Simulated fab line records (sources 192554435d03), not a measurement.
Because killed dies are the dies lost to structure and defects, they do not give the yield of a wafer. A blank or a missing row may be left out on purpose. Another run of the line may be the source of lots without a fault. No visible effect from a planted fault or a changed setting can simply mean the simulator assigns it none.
fab line records | flow n5-finfet | part 1 of 2: steps 1 to 15 of 16
record: lots: 7 | wafers: 20 | last-day: 17
route steps=1938 shown MOL_CONTACT_COAG@529 BEOL_M4@1111 PASSIVATION@1936
lots that met no fault: taken from a fault-free run of the same line
start-h: start of the lot's first displayed wafer, in hours after the record's first day | wait-h: how many hours have passed since the lot's step before this one | " unchanged from the row above | L1.1+2: a row that stands for several wafers | - no value present, or no start provided | * or withheld: withheld | < > ~ a bound
route shown NAME@n: a module of which the file shows steps, and the number in the route of the first | usual: mean/standard deviation of fault-free wafers | same: alike in all rows | chamber/n: place in a boat | sites: the reading at each site | _std_site: the standard deviation of these | _edge_site: inner sites' mean taken away from outer sites' mean | radius-mm: for every site, how far away it sits from the centre of the wafer | mask NAME#n: copy n | behind: the tool/chamber that last shaped the wafer | hold: the reason the lot was held/the length of the hold in hours/how it ended | device: which transistor (n, p or np) failed to switch | end of line: tests run on the same wafers once the route is complete | a step without rows: its recipe alone | killed: dies that structure and defects cost at the first sort, which is not the same as the wafer's yield | map: dies across one wafer; x = killed, . = not, _ = none there
set.NAME: the setting the step ran with; set.NAME@STEP: the setting that earlier step ran with | model.NAME: the simulator's own value behind a step, which no gauge read
lots at selected steps of the route; one table per step, one row per wafer
services: when a tool's chamber went out of use (start-h, in hours from the record's first day, below 0 if earlier), for how many hours, and the reason
== steps ==
step: N5_MOL_CONTACT_COAG_DESCUM_13
recipe: chemistry: O2 | time-s: 7 | source-power-w: 50 | bias-power-w: 20 | pressure-mtorr: 20 | rf-frequency-hz: 2.712e+07 | temp-c: 40 | resist: CAR-EUV | o2-flow-sccm: 225
usual: drypump-motor-current-A: 5.7/0.47 | o2-flow-sccm: 225.0/0.63 | oes-product-au: 0.75/0.076 | rf-vpp-V: 243.7/1.3 | showerhead-plenum-p-Torr: 2.13/0.066 | throttle-valve-pct: 20.4/0.3
lot.wafer | tool        | chamber | start-h | wait-h | drypump-motor-current-A | o2-flow-sccm | oes-product-au | rf-hours-counter-h | rf-vpp-V | showerhead-plenum-p-Torr | throttle-valve-pct
L911.1    | rie-diel-04 | 3       | 96.58   | 0.0    | 5.4                     | 223.9        | 0.70           | 235                | 242.9    | 2.09                     | 20.7
L911.3    | "           | 2       | "       | "      | 4.8                     | 225.6        | 0.71           | 206                | 242.1    | 2.17                     | 20.8
L911.5    | "           | 1       | "       | "      | 5.1                     | 224.6        | 0.69           | -                  | 244.9    | 2.16                     | 20.8
L912.3    | rie-diel-05 | 0       | 102.54  | 0.1    | 6.1                     | 225.6        | 0.77           | 166                | 243.5    | 2.15                     | 20.0
L912.5    | "           | 3       | "       | "      | 5.6                     | 224.5        | 0.67           | -                  | 240.1    | 1.98                     | 20.6
L917.2    | rie-diel-05 | 0       | 131.95  | 0.2    | 6.0                     | 225.8        | 0.76           | 176                | 245.2    | 2.15                     | 20.0
L917.3    | "           | 2       | "       | "      | 6.3                     | 225.1        | 0.82           | 82                 | 245.0    | 2.22                     | 20.5
L917.4    | "           | 1       | "       | "      | 5.2                     | 225.5        | 0.72           | -                  | 242.7    | 2.15                     | 20.7
L918.2    | rie-diel-04 | 1       | 136.66  | 0.0    | 5.1                     | 225.7        | 0.68           | 214                | 244.6    | 2.16                     | 20.8
L918.4    | "           | 3       | "       | "      | 5.4                     | 225.5        | 0.69           | -                  | 242.6    | 2.08                     | 20.7
L918.6    | "           | 2       | "       | "      | 4.8                     | 224.5        | 0.69           | -                  | 244.0    | 2.16                     | 20.9
L919.3    | rie-diel-04 | 1       | 143.20  | 0.0    | 5.1                     | 224.8        | 0.68           | 216                | 244.3    | 2.16                     | 20.8
L919.4    | "           | 3       | "       | "      | 5.4                     | 225.4        | 0.68           | -                  | 243.0    | 2.08                     | 20.7
L919.6    | "           | 1       | "       | "      | 5.1                     | 224.8        | 0.68           | -                  | 243.9    | 2.16                     | 20.8
L932.1    | rie-diel-06 | 3       | 222.15  | 0.1    | 5.8                     | 224.6        | 0.73           | 208                | 243.3    | 2.04                     | 20.4
L932.4    | "           | 2       | "       | "      | 6.1                     | 225.6        | 0.74           | 182                | 244.8    | 2.17                     | 19.9
L932.5    | "           | 2       | "       | "      | 6.1                     | 224.9        | 0.75           | -                  | 243.6    | 2.17                     | 19.9
L933.2    | rie-diel-04 | 0       | 225.15  | 0.2    | 6.0                     | 224.9        | 0.90           | 32                 | 242.1    | 2.05                     | 20.2
L933.4    | "           | 0       | "       | "      | 5.9                     | 225.6        | 0.89           | -                  | 242.7    | 2.05                     | 20.2
L933.5    | "           | 1       | "       | "      | 5.1                     | 226.4        | 0.67           | -                  | 243.1    | 2.14                     | 20.8
step: N5_MOL_CONTACT_COAG_ETCH_59
recipe: chemistry: N2/H2 | target: underlayer | target-depth-a: 130 | mask-material: CAR-EUV | time-s: 10.4 | ion-energy-ev: 200 | pressure-mtorr: 30 | source-w: 840 | bias-w: 150 | n2-flow-sccm: 200 | h2-flow-sccm: 200 | ends: cleared
usual: drypump-motor-current-A: 5.7/0.47 | etch-rf-on-time-s: 10.4/0.4 | oes-product-au: 0.64/0.067 | rf-vpp-V: 525.2/2.2 | showerhead-plenum-p-Torr: 2.59/0.082 | throttle-valve-pct: 17.90/0.23
lot.wafer | tool        | chamber | start-h | wait-h | drypump-motor-current-A | etch-rf-on-time-s | oes-product-au | rf-hours-counter-h | rf-vpp-V | showerhead-plenum-p-Torr | throttle-valve-pct
L911.1    | rie-diel-04 | 3       | 96.61   | 0.0    | 5.4                     | 10.8              | 0.59           | 235                | 522.3    | 2.49                     | 17.75
L911.3    | "           | 2       | "       | "      | 4.8                     | 10.8              | 0.59           | 206                | 526.6    | 2.62                     | 18.27
L911.5    | "           | 1       | "       | "      | 5.1                     | 10.3              | 0.62           | -                  | 526.8    | 2.62                     | 18.09
L912.3    | rie-diel-05 | 0       | 102.58  | 0.0    | 6.0                     | 10.2              | 0.66           | 166                | 527.1    | 2.65                     | 17.62
L912.5    | "           | 3       | "       | "      | 5.6                     | 10.9              | 0.58           | -                  | 518.2    | 2.42                     | 18.22
L917.2    | rie-diel-05 | 0       | 131.99  | 0.0    | 6.1                     | 10.2              | 0.65           | 176                | 527.3    | 2.64                     | 17.65
L917.3    | "           | 2       | "       | "      | 6.3                     | 10.1              | 0.73           | 82                 | 526.4    | 2.69                     | 17.73
L917.4    | "           | 1       | "       | "      | 5.2                     | 10.4              | 0.61           | -                  | 526.8    | 2.62                     | 18.17
L918.2    | rie-diel-04 | 1       | 136.69  | 0.0    | 5.1                     | 10.4              | 0.61           | 214                | 525.2    | 2.61                     | 18.10
L918.4    | "           | 3       | "       | "      | 5.4                     | 10.8              | 0.58           | -                  | 522.4    | 2.48                     | 17.78
L918.6    | "           | 2       | "       | "      | 4.8                     | 10.9              | 0.58           | -                  | 525.9    | 2.62                     | 18.31
L919.3    | rie-diel-04 | 1       | 143.24  | 0.0    | 5.1                     | 10.6              | 0.60           | 216                | 526.3    | 2.61                     | 18.14
L919.4    | "           | 3       | "       | "      | 5.4                     | 10.9              | 0.58           | -                  | 522.5    | 2.48                     | 17.79
L919.6    | "           | 1       | "       | "      | 5.1                     | 10.5              | 0.60           | -                  | 526.4    | 2.61                     | 18.13
L932.1    | rie-diel-06 | 3       | 222.19  | 0.0    | 5.8                     | 10.0              | 0.63           | 208                | 523.5    | 2.52                     | 18.12
L932.4    | "           | 2       | "       | "      | 6.1                     | 10.1              | 0.63           | 182                | 526.9    | 2.67                     | 17.71
L932.5    | "           | 2       | "       | "      | 6.1                     | 10.1              | 0.64           | -                  | 526.6    | 2.67                     | 17.70
L933.2    | rie-diel-04 | 0       | 225.19  | 0.0    | 5.9                     | 9.9               | 0.79           | 32                 | 524.8    | 2.51                     | 17.76
L933.4    | "           | 0       | "       | "      | 5.9                     | 10.0              | 0.77           | -                  | 524.0    | 2.51                     | 17.76
L933.5    | "           | 1       | "       | "      | 5.1                     | 10.3              | 0.59           | -                  | 525.5    | 2.59                     | 18.17
step: N5_MOL_CONTACT_COAG_ETCH_105
recipe: chemistry: CF4 | target: SiARC | target-depth-a: 156 | mask-material: CAR-EUV | time-s: 26 | ion-energy-ev: 80 | pressure-mtorr: 40 | source-w: 545 | bias-w: 36 | Ar_flow_sccm: 100 | cf4-flow-sccm: 100 | ends: cleared
step: N5_MOL_CONTACT_COAG_ETCH_106
recipe: chemistry: N2/H2 | target: SOC | target-depth-a: 800 | overetch-a: 160 | mask-material: SiARC | temp-c: 40 | time-s: 120 | ion-energy-ev: 200 | pressure-mtorr: 30 | source-w: 840 | bias-w: 150 | n2-flow-sccm: 200 | h2-flow-sccm: 200
step: N5_MOL_CONTACT_COAG_STRIP_107
recipe: chemistry: N2/H2 | temp-c: 40 | n2-flow-sccm: 200 | h2-flow-sccm: 200 | rf-frequency-hz: 6e+07
step: N5_MOL_CONTACT_COAG_STRIP_108
recipe: chemistry: N2/H2 | temp-c: 40 | n2-flow-sccm: 200 | h2-flow-sccm: 200 | rf-frequency-hz: 6e+07
step: N5_MOL_CONTACT_COAG_CONTACT_ETCH_14
recipe: chemistry: C4F6/O2 | target: SiO2 | target-depth-a: 275 | overetch-a: 85 | mask-material: SOC | pressure-mtorr: 30 | source-w: 370 | bias-w: 185 | Ar_flow_sccm: 300 | C4F6_flow_sccm: 16 | O2_flow_sccm: 10 | time-s: 20 | ion-energy-ev: 259.6
step: N5_MOL_CONTACT_COAG_STRIP_109
recipe: chemistry: C4F6/O2 | resist: SiARC | rf-frequency-hz: 6e+07
step: N5_MOL_CONTACT_COAG_ETCH_15
recipe: chemistry: CH3F/O2 | target: SiNx | target-depth-a: 70 | mask-material: SOC | stop-on: Si:P | over-etch-frac: 0.75 | ion-energy-ev: 120 | pressure-mtorr: 30 | source-w: 395 | bias-w: 73 | Ar_flow_sccm: 150 | CH3F_flow_sccm: 30 | O2_flow_sccm: 20
usual: O2_flow_sccm: 20.00/0.065 | drypump-motor-current-A: 5.7/0.47 | oes_f_703_au: 0.76/0.095 | oes-product-au: 0.55/0.051 | rf-vpp-V: 298/13 | showerhead-plenum-p-Torr: 2.04/0.058 | throttle-valve-pct: 16.39/0.25
lot.wafer | tool        | chamber | start-h | wait-h | O2_flow_sccm | drypump-motor-current-A | oes_f_703_au | oes-product-au | rf-hours-counter-h | rf-vpp-V | showerhead-plenum-p-Torr | throttle-valve-pct
L911.1    | rie-diel-04 | 3       | 96.79   | 0.0    | 19.82        | 5.4                     | 0.69         | 0.52           | 235                | 296      | 1.99                     | 16.57
L911.3    | "           | 2       | "       | "      | 19.98        | 4.8                     | 0.67         | 0.51           | 206                | 307      | 2.06                     | 16.65
L911.5    | "           | 1       | "       | "      | 19.96        | 5.1                     | 0.77         | 0.52           | -                  | 290      | 2.07                     | 16.67
L912.3    | rie-diel-05 | 0       | 102.76  | 0.0    | 20.08        | 6.0                     | 0.77         | 0.56           | 166                | 304      | 2.07                     | 16.12
L912.5    | "           | 3       | "       | "      | 19.95        | 5.6                     | 0.73         | 0.50           | -                  | 274      | 1.87                     | 16.40
L917.2    | rie-diel-05 | 0       | 132.17  | 0.0    | 20.09        | 6.1                     | 0.76         | 0.56           | 177                | 304      | 2.07                     | 16.15
L917.3    | "           | 2       | "       | "      | 20.10        | 6.3                     | 0.90         | 0.60           | 82                 | 276      | 2.13                     | 16.28
L917.4    | "           | 1       | "       | "      | 20.08        | 5.2                     | 0.72         | 0.53           | -                  | 306      | 2.06                     | 16.62
L918.2    | rie-diel-04 | 1       | 136.88  | 0.0    | 20.04        | 5.1                     | 0.76         | 0.52           | 214                | 288      | 2.06                     | 16.71
L918.4    | "           | 3       | "       | "      | 20.04        | 5.4                     | 0.68         | 0.51           | -                  | 296      | 1.99                     | 16.61
L918.6    | "           | 2       | "       | "      | 20.10        | 4.8                     | 0.66         | 0.51           | -                  | 305      | 2.05                     | 16.67
L919.3    | rie-diel-04 | 1       | 143.42  | 0.0    | 19.97        | 5.1                     | 0.75         | 0.52           | 216                | 291      | 2.06                     | 16.73
L919.4    | "           | 3       | "       | "      | 20.07        | 5.4                     | 0.68         | 0.51           | -                  | 297      | 1.99                     | 16.62
L919.6    | "           | 1       | "       | "      | 19.96        | 5.1                     | 0.75         | 0.52           | -                  | 290      | 2.06                     | 16.71
L932.1    | rie-diel-06 | 3       | 222.37  | 0.0    | 20.00        | 5.8                     | 0.73         | 0.53           | 208                | 311      | 1.99                     | 16.62
L932.4    | "           | 2       | "       | "      | 19.98        | 6.1                     | 0.77         | 0.53           | 182                | 297      | 2.07                     | 15.99
L932.5    | "           | 2       | "       | "      | 20.08        | 6.1                     | 0.77         | 0.54           | -                  | 298      | 2.07                     | 15.97
L933.2    | rie-diel-04 | 0       | 225.37  | 0.0    | 19.97        | 5.9                     | 0.92         | 0.65           | 32                 | 289      | 1.96                     | 16.05
L933.4    | "           | 0       | "       | "      | 19.99        | 5.9                     | 0.93         | 0.66           | -                  | 287      | 1.96                     | 16.04
L933.5    | "           | 1       | "       | "      | 20.06        | 5.1                     | 0.73         | 0.50           | -                  | 290      | 2.05                     | 16.77
step: N5_MOL_CONTACT_COAG_ETCH_110
recipe: chemistry: CF4/O2 | target: Si | target-depth-a: 25 | time-s: 8 | pressure-mtorr: 100 | source-w: 200 | bias-w: 12 | ion-energy-ev: 60 | Ar_flow_sccm: 100 | cf4-flow-sccm: 100 | O2_flow_sccm: 10
usual: O2_flow_sccm: 9.996/0.026 | drypump-motor-current-A: 5.7/0.47 | oes_f_703_au: 0.76/0.099 | oes-product-au: 0.75/0.081 | rf-vpp-V: 128/6.5 | showerhead-plenum-p-Torr: 2.27/0.062 | throttle-valve-pct: 10.86/0.27
lot.wafer | tool        | chamber | start-h | wait-h | O2_flow_sccm | drypump-motor-current-A | oes_f_703_au | oes-product-au | rf-hours-counter-h | rf-vpp-V | showerhead-plenum-p-Torr | throttle-valve-pct
L911.1    | rie-diel-04 | 3       | 96.85   | 0.0    | 10.025       | 5.4                     | 0.69         | 0.69           | 235                | 128      | 2.20                     | 11.02
L911.3    | "           | 2       | "       | "      | 9.990        | 4.8                     | 0.67         | 0.69           | 206                | 132      | 2.29                     | 11.08
L911.5    | "           | 1       | "       | "      | 10.003       | 5.1                     | 0.76         | 0.72           | -                  | 123      | 2.30                     | 11.13
L912.3    | rie-diel-05 | 0       | 102.82  | 0.0    | 9.968        | 6.1                     | 0.77         | 0.78           | 166                | 130      | 2.31                     | 10.71
L912.5    | "           | 3       | "       | "      | 9.979        | 5.6                     | 0.74         | 0.67           | -                  | 114      | 2.11                     | 11.03
L917.2    | rie-diel-05 | 0       | 132.23  | 0.0    | 10.036       | 6.1                     | 0.76         | 0.77           | 177                | 130      | 2.31                     | 10.74
L917.3    | "           | 2       | "       | "      | 9.987        | 6.3                     | 0.91         | 0.85           | 82                 | 117      | 2.35                     | 10.62
L917.4    | "           | 1       | "       | "      | 9.982        | 5.2                     | 0.72         | 0.73           | -                  | 133      | 2.29                     | 11.13
L918.2    | rie-diel-04 | 1       | 136.94  | 0.0    | 9.994        | 5.1                     | 0.76         | 0.70           | 214                | 124      | 2.29                     | 11.16
L918.4    | "           | 3       | "       | "      | 9.987        | 5.4                     | 0.68         | 0.68           | -                  | 127      | 2.19                     | 11.04
L918.6    | "           | 2       | "       | "      | 10.010       | 4.8                     | 0.66         | 0.68           | -                  | 132      | 2.28                     | 11.14
L919.3    | rie-diel-04 | 1       | 143.48  | 0.0    | 10.015       | 5.1                     | 0.76         | 0.71           | 216                | 123      | 2.29                     | 11.15
L919.4    | "           | 3       | "       | "      | 9.984        | 5.4                     | 0.67         | 0.67           | -                  | 128      | 2.19                     | 11.06
L919.6    | "           | 1       | "       | "      | 10.005       | 5.1                     | 0.75         | 0.70           | -                  | 124      | 2.29                     | 11.17
L932.1    | rie-diel-06 | 3       | 222.43  | 0.0    | 9.997        | 5.8                     | 0.73         | 0.74           | 208                | 136      | 2.22                     | 11.07
L932.4    | "           | 2       | "       | "      | 9.980        | 6.1                     | 0.78         | 0.76           | 182                | 127      | 2.29                     | 10.55
L932.5    | "           | 2       | "       | "      | 10.002       | 6.1                     | 0.78         | 0.76           | -                  | 127      | 2.29                     | 10.54
L933.2    | rie-diel-04 | 0       | 225.43  | 0.0    | 10.025       | 5.9                     | 0.93         | 0.91           | 32                 | 122      | 2.17                     | 10.37
L933.4    | "           | 0       | "       | "      | 10.007       | 5.9                     | 0.94         | 0.92           | -                  | 123      | 2.17                     | 10.36
L933.5    | "           | 1       | "       | "      | 9.949        | 5.1                     | 0.74         | 0.70           | -                  | 123      | 2.28                     | 11.26
step: N5_MOL_CONTACT_COAG_STRIP_98
recipe: chemistry: N2/H2 | power-w: 500 | temp-c: 40 | pressure-mtorr: 50 | rf-frequency-hz: 6e+07 | overash-fraction: 0.3 | bias-power-w: 8 | h2-frac: 0.5 | n2-flow-sccm: 300 | h2-flow-sccm: 300
usual: drypump-motor-current-A: 5.7/0.47 | oes-product-au: 0.74/0.075 | rf-vpp-V: 54.5/1.5 | showerhead-plenum-p-Torr: 3.42/0.1 | throttle-valve-pct: 19.0/0.3
lot.wafer | tool        | chamber | start-h | wait-h | drypump-motor-current-A | oes-product-au | rf-hours-counter-h | rf-vpp-V | showerhead-plenum-p-Torr | throttle-valve-pct
L911.1    | rie-diel-04 | 3       | 96.90   | 0.0    | 5.4                     | 0.69           | 235                | 51.0     | 3.29                     | 18.5
L911.3    | "           | 2       | "       | "      | 4.8                     | 0.71           | 206                | 52.6     | 3.46                     | 19.4
L911.5    | "           | 1       | "       | "      | 5.1                     | 0.70           | -                  | 55.4     | 3.45                     | 19.1
L912.3    | rie-diel-05 | 0       | 102.87  | 0.0    | 6.1                     | 0.77           | 166                | 55.1     | 3.49                     | 18.5
L912.5    | "           | 3       | "       | "      | 5.6                     | 0.68           | -                  | 54.1     | 3.20                     | 19.5
L917.2    | rie-diel-05 | 0       | 132.28  | 0.0    | 6.1                     | 0.75           | 177                | 55.4     | 3.49                     | 18.6
L917.3    | "           | 2       | "       | "      | 6.4                     | 0.81           | 82                 | 54.6     | 3.54                     | 18.7
L917.4    | "           | 1       | "       | "      | 5.2                     | 0.71           | -                  | 53.1     | 3.46                     | 19.2
L918.2    | rie-diel-04 | 1       | 136.98  | 0.0    | 5.1                     | 0.68           | 214                | 56.1     | 3.45                     | 19.0
L918.4    | "           | 3       | "       | "      | 5.4                     | 0.69           | -                  | 56.2     | 3.28                     | 18.5
L918.6    | "           | 2       | "       | "      | 4.8                     | 0.70           | -                  | 54.2     | 3.45                     | 19.4
L919.3    | rie-diel-04 | 1       | 143.53  | 0.0    | 5.1                     | 0.67           | 216                | 56.1     | 3.44                     | 19.1
L919.4    | "           | 3       | "       | "      | 5.4                     | 0.69           | -                  | 57.4     | 3.28                     | 18.5
L919.6    | "           | 1       | "       | "      | 5.1                     | 0.67           | -                  | 55.0     | 3.44                     | 19.1
L932.1    | rie-diel-06 | 3       | 222.48  | 0.0    | 5.8                     | 0.72           | 208                | 54.4     | 3.33                     | 19.2
L932.4    | "           | 2       | "       | "      | 6.1                     | 0.75           | 182                | 53.1     | 3.52                     | 18.9
L932.5    | "           | 2       | "       | "      | 6.0                     | 0.73           | -                  | 54.1     | 3.52                     | 18.9
L933.2    | rie-diel-04 | 0       | 225.48  | 0.0    | 5.9                     | 0.89           | 32                 | 55.2     | 3.31                     | 19.0
L933.4    | "           | 0       | "       | "      | 5.9                     | 0.88           | -                  | 55.2     | 3.31                     | 19.0
L933.5    | "           | 1       | "       | "      | 5.1                     | 0.65           | -                  | 52.6     | 3.43                     | 19.1
step: N5_MOL_CONTACT_COAG_CD_MEAS_99
recipe: target-cd-nm: 17.2 | polarity: opening
usual: cd-nm: 17.2/0.41
lot.wafer | tool      | chamber | start-h | wait-h | cd-nm
L911.1    | cd-sem-02 | -       | 96.97   | -      | 17.5
L911.3    | "         | -       | "       | "      | 17.1
L911.5    | "         | -       | "       | "      | 17.4
L912.3    | cd-sem-02 | -       | 102.94  | -      | 16.5
L912.5    | "         | -       | "       | "      | 16.9
L917.2    | cd-sem-01 | -       | 132.35  | -      | 16.5
L917.3    | "         | -       | "       | "      | 17.6
L917.4    | "         | -       | "       | "      | 17.6
L918.2    | cd-sem-01 | -       | 137.06  | -      | 17.1
L918.4    | "         | -       | "       | "      | 17.4
L918.6    | "         | -       | "       | "      | 16.4
L919.3    | cd-sem-02 | -       | 143.60  | -      | 16.5
L919.4    | "         | -       | "       | "      | 17.0
L919.6    | "         | -       | "       | "      | 17.0
L932.1    | cd-sem-01 | -       | 222.55  | -      | 17.3
L932.4    | "         | -       | "       | "      | 17.8
L932.5    | "         | -       | "       | "      | 17.4
L933.2    | cd-sem-03 | -       | 225.56  | -      | 17.8
L933.4    | "         | -       | "       | "      | 17.6
L933.5    | "         | -       | "       | "      | 17.5
step: N5_MOL_CONTACT_COAG_IMPLANT_129
recipe: species: Ge | energy-kev: 3 | dose-cm2: 6e+14 | tilt-deg: 0 | rotation-deg: 0
usual: beam-energy-keV: 3.0001/0.001 | end-station-pressure-torr: 5.85e-06/2.9e-07 | tilt-deg: -0.002/0.019
lot.wafer | tool         | chamber | start-h | wait-h | beam-energy-keV | end-station-pressure-torr | tilt-deg | model.implant.rp-nm | model.implant.drp-nm
L911.1    | implanter-02 | 0       | 97.01   | 0.0    | 2.9993          | 5.72e-06                  | -0.003   | 5.916               | 2.134
L911.3    | "            | 0       | "       | "      | 3.0006          | 5.97e-06                  | 0.026    | 5.916               | 2.134
L911.5    | "            | 0       | "       | "      | 3.0014          | 5.96e-06                  | 0.003    | 5.916               | 2.134
L912.3    | implanter-02 | 0       | 103.03  | 0.1    | 2.9993          | 5.96e-06                  | -0.017   | 6.094               | 2.134
L912.5    | "            | 0       | "       | "      | 2.9990          | 6.08e-06                  | 0.021    | 6.094               | 2.134
L917.2    | implanter-02 | 0       | 132.41  | 0.1    | 9.0746          | 1.045e-05                 | 0.000    | 11.5                | 4.32
L917.3    | "            | 0       | "       | "      | 9.0754          | 1.179e-05                 | 0.040    | 11.5                | 4.32
L917.4    | "            | 0       | "       | "      | 9.0746          | 1.002e-05                 | 0.046    | 11.5                | 4.32
L918.2    | implanter-02 | 0       | 137.12  | 0.1    | 9.0746          | 1.138e-05                 | -0.009   | 11.72               | 4.32
L918.4    | "            | 0       | "       | "      | 9.0739          | 1.133e-05                 | -0.003   | 11.72               | 4.32
L918.6    | "            | 0       | "       | "      | 9.0751          | 1.19e-05                  | 0.000    | 11.72               | 4.32
L919.3    | implanter-02 | 0       | 143.69  | 0.1    | 9.0767          | 1.161e-05                 | -0.002   | 11.56               | 4.32
L919.4    | "            | 0       | "       | "      | 9.0748          | 1.091e-05                 | -0.007   | 11.56               | 4.32
L919.6    | "            | 0       | "       | "      | 9.0774          | 1.008e-05                 | 0.007    | 11.56               | 4.32
L932.1    | implanter-02 | 0       | 222.59  | 0.0    | 2.9994          | 6.54e-06                  | -0.011   | 5.999               | 2.134
L932.4    | "            | 0       | "       | "      | 2.9996          | 5.42e-06                  | -0.012   | 5.999               | 2.134
L932.5    | "            | 0       | "       | "      | 3.0004          | 5.99e-06                  | 0.003    | 5.999               | 2.134
L933.2    | implanter-01 | 0       | 225.62  | 0.1    | 3.0007          | 5.99e-06                  | -0.017   | 6.106               | 2.134
L933.4    | "            | 0       | "       | "      | 2.9994          | 5.5e-06                   | -0.011   | 6.106               | 2.134
L933.5    | "            | 0       | "       | "      | 2.9998          | 5.66e-06                  | -0.039   | 6.106               | 2.134
step: N5_MOL_CONTACT_COAG_PRECLEAN_111
recipe: chemistry: NF3:NH3 | afs-cycles: 1 | temp-c: 30 | time-s: 20 | sublimation-temp-c: 180 | sublimation-time-s: 60 | pressure-torr: 3 | rf-power-w: 30
step: N5_BEOL_M4_RC_MEAS_101
usual: DIBL_N: 37.5/2 | DIBL_P: 37.5/2.5 | IOFF_N: 0.18/0.042 | IOFF_P: 0.24/0.046 | ION_N: 677/15 | ION_P: 464/9.5 | SS_N: 72.0/0.76 | SS_P: 73.6/0.79 | VT_N: 249/3.5 | VT_P: -249/3.2
lot.wafer | tool      | chamber | start-h | wait-h | DIBL_N[mV/V] | DIBL_P[mV/V] | IOFF_N[nA/um] | IOFF_P[nA/um] | ION_N[uA/um] | ION_P[uA/um] | SS_N[mV/dec] | SS_P[mV/dec] | VT_N[mV] | VT_P[mV]
L911.1    | prober-02 | 0       | 170.03  | 0.0    | 38.2         | 37.0         | 0.22          | 0.22          | 669          | 454          | 73.4         | 73.9         | 248      | -249
L911.3    | "         | 0       | "       | "      | 35.5         | 36.4         | 0.15          | 0.20          | 679          | 461          | 71.8         | 73.3         | 247      | -250
L911.5    | "         | 0       | "       | "      | 34.5         | 35.1         | 0.14          | 0.18          | 682          | 463          | 70.9         | 73.0         | 250      | -251
L912.3    | prober-01 | 0       | 173.87  | 0.3    | 35.2         | 35.4         | 0.14          | 0.19          | 675          | 468          | 71.8         | 73.5         | 253      | -253
L912.5    | "         | 0       | "       | "      | 32.2         | 31.5         | 0.10          | 0.14          | 653          | 448          | 70.7         | 71.8         | 257      | -257
L917.2    | prober-02 | 0       | 205.01  | 0.2    | 33.7         | 31.9         | 0.10          | 0.14          | 661          | 455          | 70.3         | 72.5         | 256      | -259
L917.3    | "         | 0       | "       | "      | 35.7         | 35.6         | 0.13          | 0.18          | 653          | 444          | 70.6         | 73.2         | 254      | -255
L917.4    | "         | 0       | "       | "      | 36.2         | 35.5         | 0.14          | 0.19          | 673          | 459          | 70.7         | 72.8         | 252      | -256
L918.2    | prober-02 | 0       | 216.26  | 0.2    | 37.4         | 39.1         | 0.18          | 0.22          | 681          | 469          | 71.1         | 73.2         | 247      | -251
L918.4    | "         | 0       | "       | "      | 39.1         | 40.0         | 0.20          | 0.24          | 654          | 448          | 72.7         | 73.7         | 250      | -253
L918.6    | "         | 0       | "       | "      | 38.7         | 40.6         | 0.20          | 0.25          | 684          | 462          | 72.7         | 73.9         | 247      | -247
L919.3    | prober-02 | 0       | 221.36  | 0.3    | 36.1         | 37.0         | 0.15          | 0.22          | 662          | 458          | 70.6         | 72.8         | 250      | -251
L919.4    | "         | 0       | "       | "      | 38.5         | 39.1         | 0.19          | 0.25          | 680          | 463          | 71.3         | 73.7         | 244      | -252
L919.6    | "         | 0       | "       | "      | 39.5         | 38.0         | 0.25          | 0.24          | 682          | 460          | 72.0         | 73.5         | 243      | -250
L932.1    | prober-01 | 0       | 305.25  | 0.0    | 39.0         | 37.2         | 0.21          | 0.22          | 659          | 448          | 72.9         | 74.2         | 250      | -253
L932.4    | "         | 0       | "       | "      | 37.8         | 37.0         | 0.19          | 0.22          | 703          | 469          | 72.0         | 73.6         | 248      | -250
L932.5    | "         | 0       | "       | "      | 37.5         | 37.1         | 0.18          | 0.21          | 693          | 473          | 71.9         | 73.5         | 246      | -253
L933.2    | prober-02 | 0       | 307.21  | 0.2    | 38.2         | 38.8         | 0.21          | 0.24          | 712          | 479          | 72.3         | 73.4         | 244      | -250
L933.4    | "         | 0       | "       | "      | 34.5         | 35.0         | 0.14          | 0.19          | 678          | 470          | 70.9         | 72.2         | 249      | -250
L933.5    | "         | 0       | "       | "      | 39.4         | 39.4         | 0.23          | 0.24          | 684          | 466          | 73.2         | 74.1         | 246      | -249
== key ==
first-sign: step: N5_MOL_CONTACT_COAG_IMPLANT_129 | reading: beam-energy-keV | direction: up | sigmas: 99+ | usual: 3.0001 | struck: 9.0752
effect: step: N5_MOL_CONTACT_COAG_IMPLANT_129 | reading: end-station-pressure-torr | direction: up | sigmas: 18 | usual: 5.85e-06 | struck: 1.105e-05
model-effect: step: N5_MOL_CONTACT_COAG_IMPLANT_129 | value: implant.rp-nm | without: 6.016 | struck: 11.59
met-at N5_MOL_CONTACT_COAG_IMPLANT_129
struck-wafers L917.2,L917.3,L917.4,L918.2,L918.4,L918.6,L919.3,L919.4,L919.6
baseline-loss: step: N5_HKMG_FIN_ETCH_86 | wafers: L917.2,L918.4
onset-between 103.03 132.41
fault: kind: process-parameter-drift | tool: implanter-02 | chamber: - | onset-h: 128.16 | steps: N5_MOL_CONTACT_COAG_IMPLANT_129 | channel: energy-kev | offset: 6.0755 | shape: step | end-h: 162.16 | acts-in: these-recipes-only | stated: 3
baseline-loss: these wafers lose ten dies or more at that step, a loss of the line's own and not of a fault; the sort's usual values leave them out
